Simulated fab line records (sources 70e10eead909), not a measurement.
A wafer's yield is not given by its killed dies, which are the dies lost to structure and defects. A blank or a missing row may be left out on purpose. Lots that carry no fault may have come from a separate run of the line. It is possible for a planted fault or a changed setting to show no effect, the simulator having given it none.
Chamber matching + flow nandHarc + rieDiel-09 running NHARC_A_STAIRCASE_ETCH_292: 4 sister chambers
The step etches the open film in CF4/CHF3. 14 wafers are shown with their chamber, then 7 later ones without.

== WAFERS, EACH WITH ITS CHAMBER ==
| wafer  | chamber | drypumpMotorCurrentA (A) | showerheadPlenumPTorr (Torr) | rfVppV (V) |
|--------|---------|--------------------------|------------------------------|------------|
| L079.1 | 1       | 6.1                      | 1.56                         | 369.1      |
| L079.2 | 0       | 5.7                      | 1.68                         | 373.8      |
| L079.6 | 3       | 5.2                      | 1.55                         | 371.0      |
| L080.2 | 2       | 5.1                      | 1.46                         | 366.9      |
| L080.3 | 1       | 6.1                      | 1.56                         | 370.6      |
| L080.4 | 0       | 5.7                      | 1.68                         | 374.3      |
| L085.1 | 3       | 5.2                      | 1.54                         | 369.0      |
| L085.2 | 0       | 5.7                      | 1.67                         | 373.0      |
| L085.3 | 2       | 5.0                      | 1.46                         | 363.9      |
| L086.1 | 2       | 5.1                      | 1.45                         | 367.6      |
| L086.2 | 0       | 5.7                      | 1.67                         | 375.3      |
| L086.6 | 3       | 5.2                      | 1.54                         | 369.3      |
| L089.2 | 1       | 6.1                      | 1.55                         | 370.3      |
| L089.3 | 2       | 5.1                      | 1.70                         | 375.5      |

SIGNATURES (averages over the wafers above)
| reading               | chamber 0 | chamber 1 | chamber 2 | chamber 3 | scatter within a chamber |
|-----------------------|-----------|-----------|-----------|-----------|--------------------------|
| drypumpMotorCurrentA  | 5.700     | 6.100     | 5.075     | 5.200     | 0.0274                   |
| showerheadPlenumPTorr | 1.6750    | 1.5567    | 1.5175    | 1.5433    | 0.0669                   |
| rfVppV                | 374.100   | 370.000   | 368.475   | 369.767   | 2.83                     |
Rule: distance of a wafer from a chamber = root of the sum over the readings of ((wafer's reading minus chamber's mean) / reading's scatter) squared. The wafer belongs to the nearest chamber; if the next one is less than 2 further off, it can't be placed. How the scatter is found: for the shown wafers, subtract from each reading the mean of its chamber, square and add these, divide the total by (wafers less chambers), then take the root.

== WAFERS MISSING THEIR CHAMBER ==
| wafer  | drypumpMotorCurrentA (A) | showerheadPlenumPTorr (Torr) | rfVppV (V) |
|--------|--------------------------|------------------------------|------------|
| L089.4 | 5.7                      | 1.67                         | 373.4      |
| L087.1 | 6.1                      | 1.55                         | 369.3      |
| L087.2 | 5.2                      | 1.54                         | 370.7      |
| L087.6 | 5.7                      | 1.67                         | 373.9      |
| L092.4 | 5.2                      | 1.54                         | 368.8      |
| L092.5 | 6.1                      | 1.55                         | 369.8      |
| L092.6 | 5.7                      | 1.67                         | 373.9      |

== THE CHAMBER EACH PASSED THROUGH ==
| wafer  | from the rows above | in truth |
|--------|---------------------|----------|
| L089.4 | 0                   | 0        |
| L087.1 | 1                   | 1        |
| L087.2 | 3                   | 3        |
| L087.6 | 0                   | 0        |
| L092.4 | 3                   | 3        |
| L092.5 | 1                   | 1        |
| L092.6 | 0                   | 0        |
Correctly placed: 7 of 7. Not placeable from these rows: 0. Placed wrongly: 0.
